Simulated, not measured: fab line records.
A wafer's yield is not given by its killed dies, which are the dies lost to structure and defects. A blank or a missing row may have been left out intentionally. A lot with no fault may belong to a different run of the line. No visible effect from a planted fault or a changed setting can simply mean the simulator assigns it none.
Matching of chambers || flow nandHarc || pecvd-03 running NHARC_P_GATE_DEP_103: 3 sister chambers
The step deposits SiON, target thk 30 nm. 3 wafers are shown with their chamber, then 8 later ones without.

WAFERS PAIRED WITH THEIR CHAMBERS
{"wafer": "L088.3", "chamber": 1, "heaterPowerW (W)": 731}
{"wafer": "L089.4", "chamber": 0, "heaterPowerW (W)": 560}
{"wafer": "L094.1", "chamber": 2, "heaterPowerW (W)": 706}

WAFERS WITH NO CHAMBER GIVEN
{"wafer": "L094.4", "heaterPowerW (W)": 796}
{"wafer": "L094.5", "heaterPowerW (W)": 627}
{"wafer": "L097.1", "heaterPowerW (W)": 627}
{"wafer": "L097.4", "heaterPowerW (W)": 761}
{"wafer": "L097.5", "heaterPowerW (W)": 791}
{"wafer": "L097.2", "heaterPowerW (W)": 748}
{"wafer": "L097.3", "heaterPowerW (W)": 804}
{"wafer": "L097.6", "heaterPowerW (W)": 610}

THE CHAMBER EACH PASSED THROUGH
{"wafer": "L094.4", "from the rows above": "can't be placed: 1 or 2", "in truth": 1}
{"wafer": "L094.5", "from the rows above": "can't be placed: 0 or 2 or 1", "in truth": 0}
{"wafer": "L097.1", "from the rows above": "can't be placed: 0 or 2 or 1", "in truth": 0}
{"wafer": "L097.4", "from the rows above": "can't be placed: 1 or 2", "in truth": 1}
{"wafer": "L097.5", "from the rows above": "can't be placed: 1 or 2", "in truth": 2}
{"wafer": "L097.2", "from the rows above": "can't be placed: 1 or 2", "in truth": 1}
{"wafer": "L097.3", "from the rows above": "can't be placed: 1 or 2", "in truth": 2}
{"wafer": "L097.6", "from the rows above": "can't be placed: 0 or 2 or 1", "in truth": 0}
Correct placement for 0 of the 8. Cannot be placed on the basis of these rows: 8; the candidates contain the true chamber in 8. Placed wrongly: 0.
How it was worked out, from the rows above alone: a wafer's distance from a chamber is the root of the sum, over the readings, of the square of ((its reading less the chamber's mean) divided by the reading's scatter). The wafer belongs to the nearest chamber; if the next one is less than 2 further off, it can't be placed. Each chamber's mean is taken over the wafers shown for it. The scatter (one wafer shown for each chamber): square how far every hidden wafer sits from the nearest shown wafer, average those squares and take the square root.
